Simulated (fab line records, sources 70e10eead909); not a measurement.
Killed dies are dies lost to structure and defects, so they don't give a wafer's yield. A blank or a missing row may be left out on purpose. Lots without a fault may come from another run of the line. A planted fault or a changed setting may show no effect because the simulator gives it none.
fab line records | flow nand_harc
record lots=6 wafers=18 last_day=31
route steps=1302 shown P_CONTACT@228 END@1302
lots that met no fault: from a run of the same line without faults
start_h: hours from the record's first day to the start of the lot's first wafer shown | wait_h: hours since the lot's step before | " the same as in the row above | L1.1+2: a row that stands for several wafers | - no value, or no start given | * or withheld: withheld | < > ~ a bound
route shown NAME@n: a module of which the file shows steps, and the number in the route of the first | usual: mean/standard deviation of fault-free wafers | same: alike in all rows | chamber/n: place in a boat | sites: the reading at each site | _std_site: their standard deviation | _edge_site: outer sites' mean less inner sites' | radius_mm: how far each site lies from the wafer's centre | mask NAME#n: copy n | behind: the tool/chamber that last shaped the wafer | hold: why the lot was held/for how many hours/how that ended | device: the transistor (n, p or np) that didn't switch | end of line: the same wafers' tests at the end of the route | a step without rows: its recipe alone | killed: dies lost to structure and defects at the first sort, not the wafer's yield | map: a wafer's dies, x killed, . not, _ none there
set.NAME: the setting as run; set.NAME@STEP: as run at that earlier step | model.NAME: the simulator's own value behind a step, which no gauge read
lots at some steps of the route; a table a step, a row a wafer
services: from which hour (start_h, from the record's first day; less than 0 if before it) a tool's chamber was out of use, for how many hours, and why
## steps
# step NHARC_P_CONTACT_EBR_08
# step NHARC_P_CONTACT_EXPOSE_09
# recipe na=1.35 target_cd_nm=90 dose_mj=81.26 mask_id=P_CA
# step NHARC_P_CONTACT_PEB_10
# recipe peb_temp_c=100 peb_time_s=65
# step NHARC_P_CONTACT_DEVELOP_11
# recipe develop_time_s=35 dev_temp_c=23
# step NHARC_P_CONTACT_CD_MEAS_12
# recipe target_cd_nm=90 landing_energy_ev=500
# usual cd_nm=89.6/0.51
# columns lot.wafer tool chamber start_h wait_h cd_nm
L305.2 cd_sem-01 0 153.07 - 89.4
L305.3 " 0 " " 90.2
L305.4 " 0 " " 89.6
L309.1 cd_sem-01 0 188.65 - 89.1
L309.2 " 0 " " 89.5
L309.3 " 0 " " 88.9
L310.1 cd_sem-02 0 205.18 - 89.2
L310.3 " 0 " " 89.5
L310.6 " 0 " " 89.8
L314.3 cd_sem-03 0 232.32 - 89.9
L314.4 " 0 " " 89.6
L314.5 " 0 " " 89.2
L315.1 cd_sem-01 0 251.53 - 89.9
L315.4 " 0 " " 89.6
L315.5 " 0 " " 89.7
L319.1 cd_sem-01 0 287.81 - 90.0
L319.3 " 0 " " 89.2
L319.5 " 0 " " 89.7
# step NHARC_P_CONTACT_OVL_MEAS_13
# usual overlay_x_nm=0.2/0.66 overlay_y_nm=0.1/0.87
# columns lot.wafer tool chamber start_h wait_h overlay_x_nm overlay_y_nm
L305.2 overlay-02 - 153.16 - -1.2 -0.5
L305.3 " - " " -0.7 -0.2
L305.4 " - " " -1.0 -0.1
L309.1 overlay-01 - 188.74 - 0.8 1.3
L309.2 " - " " 0.5 1.1
L309.3 " - " " 0.3 1.6
L310.1 overlay-01 - 205.26 - 0.1 -1.1
L310.3 " - " " 0.3 -0.7
L310.6 " - " " -0.1 -0.8
L314.3 overlay-01 - 232.41 - 0.9 0.5
L314.4 " - " " 0.5 0.9
L314.5 " - " " 1.1 1.1
L315.1 overlay-01 - 251.62 - -0.2 0.1
L315.4 " - " " -0.7 0.2
L315.5 " - " " -0.7 -0.4
L319.1 overlay-02 - 287.89 - -0.2 -1.0
L319.3 " - " " -0.1 -0.4
L319.5 " - " " 0.0 -0.5
# step NHARC_P_CONTACT_INSPECT_14
# usual raw_defect_count=4.0/2.5
# columns lot.wafer tool chamber start_h wait_h raw_defect_count
L305.2 defect_inspect-02 - 153.20 0.0 4
L305.3 " - " " 1
L305.4 " - " " 3
L309.1 defect_inspect-01 - 188.78 0.0 2
L309.2 " - " " 2
L309.3 " - " " 4
L310.1 defect_inspect-01 - 205.30 0.0 4
L310.3 " - " " 9
L310.6 " - " " 4
L314.3 defect_inspect-02 - 232.45 0.0 3
L314.4 " - " " 5
L314.5 " - " " 5
L315.1 defect_inspect-02 - 251.66 0.0 8
L315.4 " - " " 7
L315.5 " - " " 6
L319.1 defect_inspect-02 - 287.93 0.0 2
L319.3 " - " " 5
L319.5 " - " " 1
# step NHARC_P_CONTACT_DESCUM_17
# recipe time_s=3 o2_flow_sccm=200 ar_flow_sccm=0 bias_power_w=0 chemistry=O2
# usual chamber_pressure_mTorr=60.00/0.057 drypump_motor_current_A=6.0/0.49 oes_product_au=1.002/0.01 rf_vpp_V=57.8/0.89 showerhead_plenum_p_Torr=1.92/0.072 throttle_valve_pct=11.312/0.0089
# columns lot.wafer tool chamber start_h wait_h chamber_pressure_mTorr drypump_motor_current_A oes_product_au rf_hours_counter_h rf_vpp_V showerhead_plenum_p_Torr throttle_valve_pct
L305.4 rie_diel-05 0 153.26 0.1 60.00 6.1 0.975 1.5 59.0 1.99 11.313
L305.3 " 1 " " 59.98 6.4 0.999 2.1 55.9 1.85 11.325
L305.2 " 3 " " 60.03 4.8 0.996 2.1 56.6 1.92 11.310
L309.1 rie_diel-02 3 188.84 0.1 59.91 5.6 1.007 3.6 56.8 1.98 11.312
L309.3 " 0 " " 59.91 6.4 1.006 3.5 57.6 1.84 11.307
L309.2 " 2 " " 60.05 6.4 1.000 3.4 56.5 1.89 11.296
L310.3 rie_diel-02 1 205.36 0.1 60.03 6.2 1.012 4.2 58.4 2.05 11.305
L310.1 " 2 " " 59.98 6.4 0.982 4.1 57.6 1.89 11.311
L310.6 " 1 " " 60.02 6.2 1.007 - 60.9 2.05 11.316
L314.3 rie_diel-06 3 232.52 0.1 59.98 6.0 1.009 6.8 56.1 1.81 11.317
L314.4 " 0 " " 60.03 6.1 0.991 7.2 57.7 1.86 11.302
L314.5 " 2 " " 59.94 6.6 1.003 - 57.3 1.89 11.330
L315.4 rie_diel-05 2 251.74 0.1 59.97 5.6 0.993 0.1 58.8 1.97 11.315
L315.1 " 3 " " 60.07 4.8 1.006 0.1 58.7 1.92 11.301
L315.5 " 0 " " 60.05 6.1 1.006 - 58.7 1.99 11.306
L319.3 rie_diel-02 2 287.99 0.1 60.07 6.4 0.996 1.2 58.3 1.89 11.317
L319.1 " 3 " " 60.03 5.6 1.012 1.1 57.3 1.98 11.320
L319.5 " 2 " " 59.93 6.4 0.999 - 58.2 1.89 11.302
# step NHARC_P_CONTACT_ETCH_35
# recipe target_depth_a=390 over_etch_frac=0.3 time_s=65 ion_energy_ev=80 cf4_flow_sccm=150 ar_flow_sccm=0 rf_w=300 bias_w=100 chemistry=CF4
# usual chamber_pressure_mTorr=49.99/0.045 drypump_motor_current_A=6.0/0.5 oes_product_au=1.001/0.0095 rf_vpp_V=151.3/1 run_length_s=86.3/0.48 showerhead_plenum_p_Torr=1.77/0.063 throttle_valve_pct=13.284/0.0082
# same over_etch_frac=0.3
# columns lot.wafer tool chamber start_h wait_h chamber_pressure_mTorr drypump_motor_current_A oes_product_au rf_hours_counter_h rf_vpp_V run_length_s showerhead_plenum_p_Torr throttle_valve_pct
L305.4 rie_diel-05 1 153.34 0.1 49.96 6.4 1.004 2.1 152.6 86.2 1.72 13.277
L305.3 " 3 " " 50.00 4.8 1.001 2.1 151.8 86.9 1.77 13.293
L305.2 " 0 " " 50.00 6.1 0.977 1.5 151.5 86.5 1.83 13.286
L309.2 rie_diel-02 0 188.92 0.1 49.92 6.4 1.009 3.5 151.4 85.8 1.71 13.293
L309.3 " 2 " " 49.98 6.4 0.986 3.4 150.8 86.5 1.75 13.290
L309.1 " 3 " " 49.94 5.6 1.007 3.6 150.4 86.5 1.82 13.282
L310.3 rie_diel-02 1 205.45 0.1 50.01 6.2 1.008 4.2 152.1 86.0 1.88 13.272
L310.1 " 0 " " 49.96 6.4 1.004 4.0 150.3 85.5 1.71 13.280
L310.6 " 1 " " 50.00 6.2 1.006 - 151.5 85.4 1.88 13.274
L314.3 rie_diel-06 1 232.59 0.1 49.94 5.8 1.006 7.1 152.1 86.9 1.86 13.271
L314.4 " 3 " " 50.03 5.9 1.011 6.9 150.3 86.4 1.68 13.285
L314.5 " 2 " " 50.06 6.6 1.008 - 149.8 86.1 1.75 13.283
L315.4 rie_diel-05 0 251.81 0.1 50.01 6.1 1.022 0.1 153.7 85.9 1.83 13.292
L315.1 " 1 " " 50.00 6.5 0.994 0.1 150.4 86.0 1.72 13.287
L315.5 " 0 " " 49.96 6.1 1.019 - 150.3 85.8 1.83 13.280
L319.3 rie_diel-02 3 288.10 0.1 49.99 5.6 1.010 1.1 152.8 86.5 1.82 13.275
L319.1 " 0 " " 50.04 6.4 1.004 1.1 150.8 85.3 1.71 13.289
L319.5 " 0 " " 49.93 6.4 1.005 - 149.4 85.4 1.71 13.292
# step NHARC_P_CONTACT_ETCH_36
# recipe target_depth_a=2600 over_etch_frac=0.25 time_s=406.25 ion_energy_ev=200 n2_flow_sccm=150 h2_flow_sccm=150 ar_flow_sccm=0 rf_w=400 bias_w=150 chemistry=N2/H2
# usual chamber_pressure_mTorr=29.999/0.025 drypump_motor_current_A=6.0/0.49 oes_product_au=1.003/0.0085 rf_vpp_V=430.8/2.3 run_length_s=427.5/0.5 showerhead_plenum_p_Torr=2.05/0.08 throttle_valve_pct=14.170/0.009
# same over_etch_frac=0.25
# columns lot.wafer tool chamber start_h wait_h chamber_pressure_mTorr drypump_motor_current_A oes_product_au rf_hours_counter_h rf_vpp_V run_length_s showerhead_plenum_p_Torr throttle_valve_pct
L305.2 rie_diel-05 3 - - 30.004 4.8 0.999 2.2 430.8 428.1 2.04 14.188
L305.3 " 1 " " 30.027 6.4 0.994 2.2 429.3 427.3 1.97 14.173
L305.4 " 2 " " 30.011 5.6 1.003 2.3 430.4 427.5 2.10 14.164
L309.3 rie_diel-02 2 - - 29.986 6.4 0.997 3.5 430.0 427.8 2.02 14.161
L309.1 " 0 " " 29.999 6.4 1.001 3.6 427.6 426.4 1.96 14.168
L309.2 " 1 " " 30.005 6.2 1.014 3.7 435.1 426.3 2.18 14.159
L310.3 rie_diel-02 3 - - 29.989 5.6 1.017 4.2 433.1 427.4 2.11 14.177
L310.1 " 0 " " 29.968 6.4 1.000 4.1 428.9 426.8 1.96 14.159
L310.6 " 3 " " 29.955 5.6 1.010 - 431.8 427.9 2.11 14.156
L314.4 rie_diel-06 0 - - 30.048 6.1 0.994 7.3 430.8 427.8 1.98 14.164
L314.3 " 1 " " 30.009 5.9 0.996 7.2 433.6 427.6 2.15 14.175
L314.5 " 1 " " 29.983 5.9 0.994 - 435.2 428.2 2.15 14.179
L315.1 rie_diel-05 0 - - 29.942 6.1 1.023 0.2 431.2 427.5 2.12 14.178
L315.4 " 1 " " 29.969 6.4 0.994 0.1 428.6 427.3 1.97 14.175
L315.5 " 0 " " 30.000 6.1 1.008 - 433.3 427.1 2.12 14.157
L319.1 rie_diel-02 2 - - 30.036 6.4 0.996 1.3 430.5 427.6 2.02 14.156
L319.3 " 3 " " 30.047 5.6 1.010 1.2 432.5 427.5 2.11 14.176
L319.5 " 2 " " 29.945 6.4 0.997 - 430.2 427.7 2.02 14.166
# step NHARC_P_CONTACT_ETCH_18
# recipe target_depth_a=4810 time_s=240.5 c4f8_flow_sccm=20 o2_flow_sccm=10 ar_flow_sccm=withheld rf_w=600 bias_w=1500 chemistry=C4F8/O2/Ar
# usual chamber_pressure_mTorr=24.999/0.024 oes_product_au=0.962/0.02 rf_vpp_V=979/4.7 run_length_s=261.9/0.5
# columns lot.wafer tool chamber start_h wait_h chamber_pressure_mTorr oes_product_au rf_hours_counter_h rf_vpp_V run_length_s
L305.4 rie_diel-05 1 - - 24.982 0.967 2.3 974 261.7
L305.2 " 3 " " 25.014 0.975 2.4 978 262.5
L305.3 " 0 " " 24.983 0.943 1.8 981 261.5
L309.3 rie_diel-02 1 - - 24.974 0.986 3.7 987 261.1
L309.1 " 2 " " 25.032 0.966 3.7 979 261.9
L309.2 " 0 " " 24.985 0.956 3.7 973 260.9
L310.1 rie_diel-02 0 - - 24.956 0.967 4.3 974 261.0
L310.3 " 2 " " 25.010 0.946 4.3 977 262.0
L310.6 " 0 " " 25.015 0.979 - 974 261.0
L314.4 rie_diel-06 1 - - 24.983 0.959 7.4 984 262.0
L314.3 " 0 " " 25.003 0.970 7.5 975 262.0
L314.5 " 1 " " 24.993 0.963 - 984 261.8
L315.4 rie_diel-05 1 - - 24.985 0.964 0.2 973 261.6
L315.1 " 3 " " 24.971 0.983 0.4 979 262.3
L315.5 " 1 " " 24.953 0.960 - 974 261.6
L319.3 rie_diel-02 0 - - 24.964 0.975 1.4 972 261.5
L319.1 " 2 " " 24.996 0.954 1.5 976 261.8
L319.5 " 0 " " 24.972 0.969 - 972 261.1
# step NHARC_P_CONTACT_STRIP_37
# recipe c4f8_flow_sccm=withheld o2_flow_sccm=8 ar_flow_sccm=withheld bias_w=0 chemistry=C4F8/O2/Ar
# step NHARC_P_CONTACT_ETCH_31
# recipe target_depth_a=300 time_s=85.7 ion_energy_ev=120 over_etch_frac=1 ch3f_flow_sccm=50 o2_flow_sccm=30 ar_flow_sccm=200 rf_w=500 bias_w=100 chemistry=CH3F/O2
# usual chamber_pressure_mTorr=25.003/0.02 drypump_motor_current_A=6.0/0.48 oes_product_au=0.981/0.014 rf_vpp_V=244.5/1.4 run_length_s=107.0/0.51 showerhead_plenum_p_Torr=2.47/0.09 throttle_valve_pct=20.662/0.0086
# same over_etch_frac=1
# columns lot.wafer tool chamber start_h wait_h chamber_pressure_mTorr drypump_motor_current_A oes_product_au rf_hours_counter_h rf_vpp_V run_length_s showerhead_plenum_p_Torr throttle_valve_pct
L305.4 rie_diel-05 1 154.00 - 24.973 6.4 0.991 2.4 243.2 106.8 2.38 20.651
L305.2 " 3 " " 24.967 4.8 0.995 2.4 245.4 107.8 2.46 20.660
L305.3 " 0 " " 24.965 6.1 0.962 1.8 246.4 106.4 2.55 20.652
L309.2 rie_diel-02 1 189.59 - 24.981 6.2 0.984 3.9 247.5 62.0 2.62 20.661
L309.1 " 2 " " 25.036 6.4 0.972 3.8 243.7 63.1 2.43 20.665
L309.3 " 3 " " 24.971 5.6 0.977 3.9 245.5 62.9 2.54 20.642
L310.1 rie_diel-02 3 206.10 - 24.985 5.6 1.007 4.6 245.5 62.9 2.54 20.654
L310.3 " 1 " " 24.996 6.2 0.981 4.4 246.2 62.0 2.62 20.697
L310.6 " 3 " " 25.008 5.6 0.989 - 244.6 62.7 2.54 20.664
L314.4 rie_diel-06 1 233.26 - 25.016 5.9 0.973 7.5 246.2 107.0 2.58 20.675
L314.3 " 2 " " 24.993 6.6 0.983 6.3 243.2 107.4 2.43 20.660
L314.5 " 3 " " 24.966 5.9 0.998 - 243.8 106.9 2.33 20.660
L315.1 rie_diel-05 1 252.47 - 25.005 6.4 0.974 0.3 243.6 106.8 2.38 20.676
L315.4 " 3 " " 25.002 4.8 0.996 0.4 244.0 107.5 2.46 20.667
L315.5 " 0 " " 24.997 6.1 0.994 - 245.1 106.4 2.55 20.657
L319.1 rie_diel-02 0 288.87 - 25.007 6.4 0.983 1.5 242.9 106.2 2.37 20.681
L319.3 " 3 " " 25.012 5.6 0.995 1.5 245.8 107.1 2.54 20.667
L319.5 " 2 " " 25.038 6.4 0.972 - 244.2 107.5 2.43 20.652
# step NHARC_P_CONTACT_CD_MEAS_19
# usual cd_nm=89.9/1.3
# columns lot.wafer tool chamber start_h wait_h cd_nm
L305.2 cd_sem-03 - 154.13 - 90.0
L305.3 " - " " 90.3
L305.4 " - " " 89.2
L309.1 cd_sem-03 - 189.72 - 88.4
L309.2 " - " " 89.9
L309.3 " - " " 87.6
L310.1 cd_sem-01 - 206.23 - 89.3
L310.3 " - " " 90.0
L310.6 " - " " 90.7
L314.3 cd_sem-02 - 233.38 - 89.4
L314.4 " - " " 91.5
L314.5 " - " " 87.2
L315.1 cd_sem-02 - 252.59 - 89.5
L315.4 " - " " 89.3
L315.5 " - " " 89.4
L319.1 cd_sem-01 - 289.01 - 93.0
L319.3 " - " " 89.2
L319.5 " - " " 90.5
# step NHARC_END_SORT_01
# recipe temp_c=25
# usual killed_at_array=49/18 killed_at_other=0.7/1.1 killed_at_periphery=4.0/2.6 killed_dies=54/19 killed_open=3.4/1.7 killed_short=2.5/1.7
# same gross_dies=677
# columns lot.wafer tool chamber start_h wait_h killed_at_array killed_at_other killed_at_periphery killed_dies killed_open killed_short
L309.1 prober-02 0 630.66 2.5 53 1 1 55 6 3
L309.2 prober-02 0 631.47 2.8 78 0 2 80 4 4
L309.3 prober-02 0 632.28 3.1 66 0 4 70 6 3
L310.3 prober-02 0 651.18 3.1 76 2 5 83 6 7
L315.1 prober-01 0 678.99 2.5 61 1 13 75 2 0
L315.4 prober-01 0 681.41 3.4 61 0 12 73 3 6
L315.5 prober-01 0 682.21 3.7 84 1 10 95 3 1
L314.3 prober-02 0 680.68 3.2 27 0 4 31 3 2
L314.4 prober-02 0 681.50 3.5 31 0 6 37 2 3
L314.5 prober-02 0 682.31 3.8 22 0 6 28 3 1
# killed by level:class
L309.1 A_SLIT:chamber_film_flake=24 A_CHANNEL_HOLE_D1:chamber_film_flake=11 A_CHANNEL_HOLE_D2:chamber_film_flake=7 A_SOURCE_PLATE:geometric_particle:open=2 A_CONTACT:chamber_film_flake=2 P_M1:geometric_particle:open=1 A_ONON_D2:geometric_particle:open=1 A_CHANNEL_FILL_D2:geometric_particle:open=1
L309.2 A_CHANNEL_HOLE_D2:chamber_film_flake=28 A_CHANNEL_HOLE_D1:chamber_film_flake=22 A_SLIT:chamber_film_flake=19 A_CONTACT:chamber_film_flake=2 P_CONTACT:geometric_particle:open=1 P_M0:geometric_particle:open=1 A_ONON_D1:geometric_particle:short=1 A_CHANNEL_HOLE_D1:geometric_particle:open=1
L309.3 A_CHANNEL_HOLE_D1:chamber_film_flake=26 A_SLIT:chamber_film_flake=15 A_CHANNEL_HOLE_D2:chamber_film_flake=12 A_STAIRCASE:chamber_film_flake=4 P_CONTACT:geometric_particle:open=2 A_CHANNEL_FILL_D2:chamber_film_flake=2 P_STI:geometric_particle:short=1 P_CONTACT:geometric_particle:short=1
L310.3 A_CHANNEL_HOLE_D2:chamber_film_flake=34 A_SLIT:chamber_film_flake=19 A_CHANNEL_HOLE_D1:chamber_film_flake=3 A_STAIRCASE:chamber_film_flake=3 A_M0:chamber_film_flake=3 A_ONON_D1:geometric_particle:short=2 A_ONON_D1:geometric_particle:open=2 A_CONTACT:geometric_particle:short=2
L315.1 A_CHANNEL_HOLE_D1:chamber_film_flake=27 A_SLIT:chamber_film_flake=15 A_CONTACT:chamber_film_flake=14 P_CONTACT:chamber_film_flake=6 P_GATE:chamber_film_flake=3 P_ZERO_WELL:chamber_film_flake=2 A_STAIRCASE:chamber_film_flake=2 A_WL_FILL:chamber_film_flake=2
L314.3 A_CHANNEL_HOLE_D2:chamber_film_flake=10 A_CHANNEL_HOLE_D1:chamber_film_flake=8 A_STAIRCASE:chamber_film_flake=4 A_CONTACT:chamber_film_flake=2 P_CONTACT:geometric_particle:short=1 P_CONTACT:geometric_particle:open=1 P_M1:geometric_particle:open=1 A_CHANNEL_FILL_D1:geometric_particle:open=1
L315.4 A_SLIT:chamber_film_flake=24 A_CHANNEL_HOLE_D1:chamber_film_flake=16 A_CONTACT:chamber_film_flake=10 P_ZERO_WELL:chamber_film_flake=4 P_GATE:chamber_film_flake=2 P_M2:chamber_film_flake=2 A_STAIRCASE:chamber_film_flake=2 P_STI:geometric_particle:short=1
L314.4 A_CHANNEL_HOLE_D2:chamber_film_flake=17 A_CHANNEL_HOLE_D1:chamber_film_flake=5 P_GATE:chamber_film_flake=2 A_ZERO_WELL:chamber_film_flake=2 A_SLIT:chamber_film_flake=2 P_GATE:geometric_particle:open=1 P_CONTACT:geometric_particle:short=1 P_M1:geometric_particle:open=1
L315.5 A_CHANNEL_HOLE_D1:chamber_film_flake=35 A_SLIT:chamber_film_flake=32 A_CONTACT:chamber_film_flake=10 P_CONTACT:chamber_film_flake=4 A_STAIRCASE:chamber_film_flake=3 P_GATE:chamber_film_flake=2 A_CHANNEL_FILL_D1:chamber_film_flake=2 P_GATE:geometric_particle:open=1
L314.5 A_CHANNEL_HOLE_D2:chamber_film_flake=10 A_CHANNEL_HOLE_D1:chamber_film_flake=4 A_STAIRCASE:chamber_film_flake=3 P_M0:geometric_particle:open=2 P_ZERO_WELL:chamber_film_flake=2 A_SLIT:chamber_film_flake=2 A_CHANNEL_FILL_D2:geometric_particle:open=1 A_M0:geometric_particle:short=1
## services
# columns tool chamber start_h hours kind
rie_diel-06 - 130.31 9.0 pm
rie_diel-02 0 146.70 - clean
rie_diel-02 1 146.70 - clean
rie_diel-02 2 146.70 - clean
rie_diel-02 3 146.70 - clean
rie_diel-05 2 157.55 7.6 repair
rie_diel-02 2 160.94 7.8 repair
rie_diel-06 2 167.73 6.7 repair
rie_diel-02 0 171.20 - clean
rie_diel-02 1 171.20 - clean
rie_diel-02 2 171.20 - clean
rie_diel-02 3 171.20 - clean
rie_diel-02 0 195.70 - clean
rie_diel-02 1 195.70 - clean
rie_diel-02 2 195.70 - clean
rie_diel-02 3 195.70 - clean
rie_diel-02 - 214.88 0.4 repair
rie_diel-02 - 216.70 9.0 pm
rie_diel-02 0 216.70 9.0 vent_cycle
rie_diel-02 1 216.70 9.0 vent_cycle
rie_diel-05 1 220.52 3.8 repair
rie_diel-05 - 229.60 9.0 pm
rie_diel-06 - 242.11 1.4 repair
rie_diel-02 1 285.05 5.2 repair
## key
first_sign step=NHARC_P_CONTACT_ETCH_31 reading=run_length_s direction=down sigmas=87 usual=* struck=*
effect none on later readings
met_at NHARC_P_CONTACT_ETCH_31
struck_wafers L309.1,L309.2,L309.3,L310.1,L310.3,L310.6
tester_left_out L309,L310
fault kind=process_parameter_drift tool=rie_diel-02 chamber=- onset_h=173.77 steps=NHARC_P_CONTACT_ETCH_31 channel=time_s offset=* shape=step end_h=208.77 acts_in=* stated=*
# tester_left_out: of these lots the tester's yield and bins aren't shown, on N5 and GAA mostly nor the transistor test; their killed dies are dies lost to structure and defects alone, not to doping, threshold or leakage, so they don't give the yield
